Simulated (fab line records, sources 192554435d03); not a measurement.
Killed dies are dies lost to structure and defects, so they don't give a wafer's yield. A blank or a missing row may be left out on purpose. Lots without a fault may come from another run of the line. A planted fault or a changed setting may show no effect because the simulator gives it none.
Problem report in the 8D (eight disciplines) form, filled by code | flow n5_finfet | the parts of the form that need people (team, actions taken, sign-off) are left out

1. THE PROBLEM
killed_at_M4_up at N5_PASSIVATION_PROBE_49 reads a mean of 90 on 6 wafers of 2 lots; wafers without a fault read 14 with a standard deviation of 5.1. That is +15 standard deviations from the usual mean.
First seen on wafer L725.2, day 14 03:52, on prober-02. The record holds 12 wafers of 4 lots with a number at this step. Rule for "out", or "out of limits": more than 4 standard deviations from the usual mean. The other wafers with a number count as sound.

2. WHAT IT IS AND WHAT IT IS NOT
question                    | is                     | is not
which readings at this step | killed_at_M4_up        | killed_at_M0_to_M3, killed_at_contacts, killed_at_front_end, killed_at_other, killed_open, sort_bin_4_leakage
which lots                  | L725, L728             | L724, L732
which wafers of those lots  | all that have a number | -
read on which tools         | prober-01, prober-02   | -
when                        | from day 14 03:52      | up to then (3 sound wafers); but 3 sound wafers of L732 came after

3. SUSPECTS, AND WHAT RULES EACH OUT
Counting: a tool at a process step up to the reading stays a suspect if it ran every lot that is out and no sound lot after the first of them.
- pvd_sputter-03 at N5_BEOL_M13_PRE_CLEAN_42 (time 30 s): kept. It ran every lot that is out, first L725 (day 13 02:18), and no sound lot after that; its last sound lot up to then is L724 (day 12 22:04).
Left after counting: pvd_sputter-03 at N5_BEOL_M13_PRE_CLEAN_42.

4. THE CAUSE (what the simulator had put in)
Chamber particle source: pvd_sputter-03, from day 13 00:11 on, at N5_BEOL_M13_PRE_CLEAN_42. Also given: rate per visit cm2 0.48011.
Counting left only this tool.

5. THE CHAIN OF EFFECTS, in route order
Each row: a reading whose mean over the struck wafers that have a number lies more than 3 standard deviations from the usual. Only readings for which the record gives a usual standard deviation are gone through. hours: the time from each lot's start at the first step in this table that gives one to its start at this step, as a median over the lots. sigmas: the change in usual standard deviations.
hours | step                    | reading              | usual  | on struck wafers | change | sigmas
0     | N5_PASSIVATION_PROBE_49 | defect_limited_yield | 91.3 % | 85.4             | -5.9   | -3.9
0     | N5_PASSIVATION_PROBE_49 | killed_at_M4_up      | 14     | 90               | +76    | +15
0     | N5_PASSIVATION_PROBE_49 | killed_dies          | 103    | 172              | +69    | +3.9
0     | N5_PASSIVATION_PROBE_49 | sort_bin_5_function  | 5.1 %  | 8.9              | +3.8   | +3.8
0     | N5_PASSIVATION_PROBE_49 | sort_n_pass          | 1077   | 1008             | -69    | -3.9
0     | N5_PASSIVATION_PROBE_49 | sort_yield_pct       | 91.3 % | 85.4             | -5.9   | -3.9
The process steps in it:
- N5_PASSIVATION_PROBE_49

6. WHAT WOULD HAVE CAUGHT IT SOONER
In this record the first reading out of limits was taken at day 14 03:52, 28 hours after the fault began at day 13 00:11.
Of the tool readings at N5_BEOL_M13_PRE_CLEAN_42 for which the record gives a usual standard deviation, none was out on any struck wafer, so an alarm limit of 4 standard deviations on them would not have fired.
All the lots that are out (2) had begun N5_BEOL_M13_PRE_CLEAN_42 on pvd_sputter-03 by day 14 03:52. A hold on the tool at that time would have spared none of them.
